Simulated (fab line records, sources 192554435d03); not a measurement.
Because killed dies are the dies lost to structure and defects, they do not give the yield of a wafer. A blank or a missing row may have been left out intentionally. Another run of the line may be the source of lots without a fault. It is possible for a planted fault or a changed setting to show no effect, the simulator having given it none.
Which of the tools did it? -- flow n5_finfet -- 36 wafers from 12 lots sampled at 6 of the route's 1938 steps

WHAT THE GAUGES READ, wafer by wafer
N5_BEOL_M2_RS_MEAS_58: measures by four-point-probe.
lot,measured,on,M2_RS (ohm/sq)
L075,day 7 03:12,film_metro-01,0.63 0.69 0.63
L076,day 7 13:22,film_metro-01,0.63 0.63 0.68
L079,day 8 22:44,film_metro-02,0.74 0.73 0.72
L082,day 9 11:22,film_metro-01,0.68 0.62 0.65
L083,day 9 16:25,film_metro-01,0.69 0.73 0.65
L086,day 10 04:04,film_metro-02,0.60 0.61 0.58
L088,day 10 16:43,film_metro-01,0.62 0.60 0.59
L089,day 10 21:54,film_metro-02,0.71 0.68 0.69
L091,day 11 06:17,film_metro-01,0.66 0.58 0.65
L093,day 12 01:55,film_metro-02,0.63 0.66 0.60
L095,day 12 22:46,film_metro-02,0.61 0.69 0.59
L096,day 13 04:57,film_metro-01,0.72 0.66 0.70

TOOL THAT RAN EACH LOT (tool first, then ch and the chambers of the sampled wafers, then the start)
lot,N5_BEOL_M2_ETCH_69,N5_BEOL_M2_ETCH_41,N5_BEOL_M2_PRE_CLEAN_45,N5_BEOL_M2_SURFACE_TREAT_85,N5_BEOL_M2_ANNEAL_80
L075,"rie_diel-01 ch 0,1,3, day 6 21:11","rie_diel-06 ch 0,1,3, day 6 22:20 or earlier","pvd_sputter-03, day 6 22:20","pvd_sputter-02, day 6 22:40","pvd_sputter-03, day 7 00:31"
L076,"rie_diel-04 ch 0,2,3, day 7 05:53","rie_diel-01 ch 0,1, day 7 09:38 or earlier","pvd_sputter-02, day 7 09:38","pvd_sputter-02, day 7 10:12","pvd_sputter-02, day 7 10:52"
L079,"rie_diel-06 ch 0,2,3, day 8 01:03","rie_diel-04 ch 2,3, day 8 17:28 or earlier","pvd_sputter-02, day 8 17:28","pvd_sputter-02, day 8 18:04","pvd_sputter-01, day 8 20:13"
L082,"rie_diel-04 ch 0,2, day 8 23:04","rie_diel-06 ch 1,2,3, day 9 07:49 or earlier","pvd_sputter-01, day 9 07:49","pvd_sputter-01, day 9 08:07","pvd_sputter-02, day 9 08:50"
L083,"rie_diel-04 ch 0,2,3, day 9 09:32","rie_diel-04 ch 0,3, day 9 12:59 or earlier","pvd_sputter-02, day 9 12:59","pvd_sputter-02, day 9 13:19","pvd_sputter-02, day 9 13:51"
L086,"rie_diel-06 ch 1,3, day 9 17:47","rie_diel-04 ch 1,3, day 10 00:36 or earlier","pvd_sputter-03, day 10 00:36","pvd_sputter-02, day 10 00:55","pvd_sputter-02, day 10 01:31"
L088,"rie_diel-06 ch 0,1, day 10 02:49","rie_diel-06 ch 1,2,3, day 10 11:32 or earlier","pvd_sputter-01, day 10 11:32","pvd_sputter-01, day 10 11:56","pvd_sputter-01, day 10 14:11"
L089,"rie_diel-01 ch 0,2,3, day 10 09:50","rie_diel-04 ch 0,2, day 10 18:28 or earlier","pvd_sputter-02, day 10 18:28","pvd_sputter-01, day 10 18:47","pvd_sputter-01, day 10 19:19"
L091,"rie_diel-01 ch 0,2, day 10 16:20","rie_diel-06 ch 0,1,2, day 11 00:04 or earlier","pvd_sputter-02, day 11 00:04","pvd_sputter-01, day 11 01:37","pvd_sputter-01, day 11 03:47"
L093,"rie_diel-01 ch 0,1, day 11 18:34","rie_diel-01 ch 0,1, day 11 22:04 or earlier","pvd_sputter-03, day 11 22:04","pvd_sputter-02, day 11 22:32","pvd_sputter-01, day 11 23:07"
L095,"rie_diel-01 ch 0,2,3, day 12 11:56","rie_diel-04 ch 1,2,3, day 12 17:23 or earlier","pvd_sputter-01, day 12 17:23","pvd_sputter-01, day 12 17:49","pvd_sputter-01, day 12 20:10"
L096,"rie_diel-04 ch 0,3, day 12 18:46","rie_diel-06 ch 1,2,3, day 13 01:01 or earlier","pvd_sputter-03, day 13 01:01","pvd_sputter-03, day 13 01:32","pvd_sputter-02, day 13 02:09"
- N5_BEOL_M2_ETCH_69: etches SiARC in CF4, target depth 15.6 nm, time 26 s.
- N5_BEOL_M2_ETCH_41: etches SiCN in CH3F/O2, target depth 29.9 nm, time 52.5 s.
- N5_BEOL_M2_PRE_CLEAN_45: time 30 s.
- N5_BEOL_M2_SURFACE_TREAT_85
- N5_BEOL_M2_ANNEAL_80: time 240 s.

THE ANSWER, worked out from the rows above alone
Rule: the usual values come from the lots themselves. Put in order of their means at a reading, lots are off if they are a third of the lots or fewer, leave a main group of 4 or more, and stand apart from it by a gap of 3 or more times the standard deviation of the main group's means; of several such gaps the widest counts. The tables above print the reading to a certain number of digits; a main group whose means all agree to those digits is not used. Also off: a lot with no number at a reading for which 4 or more lots have one. Any other lot the step has rows for is counted as sound.
Nothing can be told from this: no lot is off at any reading shown.

WHAT THE SIMULATOR HAD INSERTED
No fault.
